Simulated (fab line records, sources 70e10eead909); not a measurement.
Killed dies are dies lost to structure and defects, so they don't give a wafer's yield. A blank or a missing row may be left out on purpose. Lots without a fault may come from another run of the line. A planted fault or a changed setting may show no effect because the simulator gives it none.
Problem report in the 8D (eight disciplines) form, filled by code | flow nand_harc | the parts of the form that need people (team, actions taken, sign-off) are left out

1. THE PROBLEM
rf_fwd_power_W at NHARC_A_STAIRCASE_DEP_301 reads a mean of 209.4 W on 4 wafers of 2 lots; wafers without a fault read 348.6 W with a standard deviation of 1.1. That is -99 or more standard deviations from the usual mean.
The step: deposits SiON, target thk 30 nm.
First seen on wafer L561.2, day 14 23:15, on pecvd-01. The record holds 39 wafers of 13 lots with a number at this step. Rule for "out", or "out of limits": more than 4 standard deviations from the usual mean. The other wafers with a number count as sound.

2. WHAT IT IS AND WHAT IT IS NOT
question                    | is                             | is not
which readings at this step | rf_fwd_power_W                 | heater_power_w
which lots                  | L561, L563                     | L549, L550, L551, L552, L554, L564, L566, L567, L568, L570, L571
which wafers of those lots  | L561.2, L561.4, L563.1, L563.5 | L561.5, L563.6
read on which tools         | pecvd-01                       | pecvd-03, pecvd-04
when                        | from day 14 23:15              | up to then (16 sound wafers); but 19 sound wafers of L563, L564, L566, L567, L568, L570, L571 came after

3. SUSPECTS, AND WHAT RULES EACH OUT
Counting: a tool at a process step up to the reading stays a suspect if it ran every lot that is out. Sound lots after the first of them don't rule it out here, since some wafers of a struck lot are sound.
- rie_diel-13 at NHARC_A_STAIRCASE_ETCH_253 (etches the open film in C4F8/O2, target depth 50 nm, time 20.2 s): kept. It ran every lot that is out, first L561 (day 14 13:57); its last sound lot up to then is L551 (day 12 03:30).
- pecvd-01 at NHARC_A_STAIRCASE_DEP_301 (deposits SiON, target thk 30 nm): kept. It ran every lot that is out, first L561 (day 14 23:15); its last sound lot up to then is L554 (day 13 18:25). Its own readings are out on those wafers: rf_fwd_power_W.
- Within pecvd-01 at NHARC_A_STAIRCASE_DEP_301: the wafers that are out ran in chamber 0; their sound lot-mates ran in chambers 1, 2.
Left after counting: rie_diel-13 at NHARC_A_STAIRCASE_ETCH_253, pecvd-01 at NHARC_A_STAIRCASE_DEP_301.

4. THE CAUSE (what the simulator had put in)
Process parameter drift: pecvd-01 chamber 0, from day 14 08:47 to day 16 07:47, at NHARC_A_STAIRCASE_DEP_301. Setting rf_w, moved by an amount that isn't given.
Counting left 2 suspects, and this tool is among them.

5. THE CHAIN OF EFFECTS, in route order
Each row: a reading whose mean over the struck wafers that have a number lies more than 3 standard deviations from the usual. Only readings for which the record gives a usual standard deviation are gone through. hours: the time from each lot's start at the first step in this table that gives one to its start at this step, as a median over the lots. sigmas: the change in usual standard deviations.
hours | step                      | reading          | usual   | on struck wafers | change | sigmas
0     | NHARC_A_STAIRCASE_DEP_301 | rf_fwd_power_W   | 348.6 W | 209.4            | -139.2 | -99 or more
0     | NHARC_A_STAIRCASE_DEP_301 | showerhead_vpp_V | 1169 V  | 952              | -217   | -3.3
The process steps in it:
- NHARC_A_STAIRCASE_DEP_301: deposits SiON, target thk 30 nm.
Later measuring or inspecting steps at which every struck wafer that the step has a row for has a number for every such reading, and none has moved that far: NHARC_END_SORT_01.

6. WHAT WOULD HAVE CAUGHT IT SOONER
In this record the first reading out of limits was taken at day 14 23:15, 14 hours after the fault began at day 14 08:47.
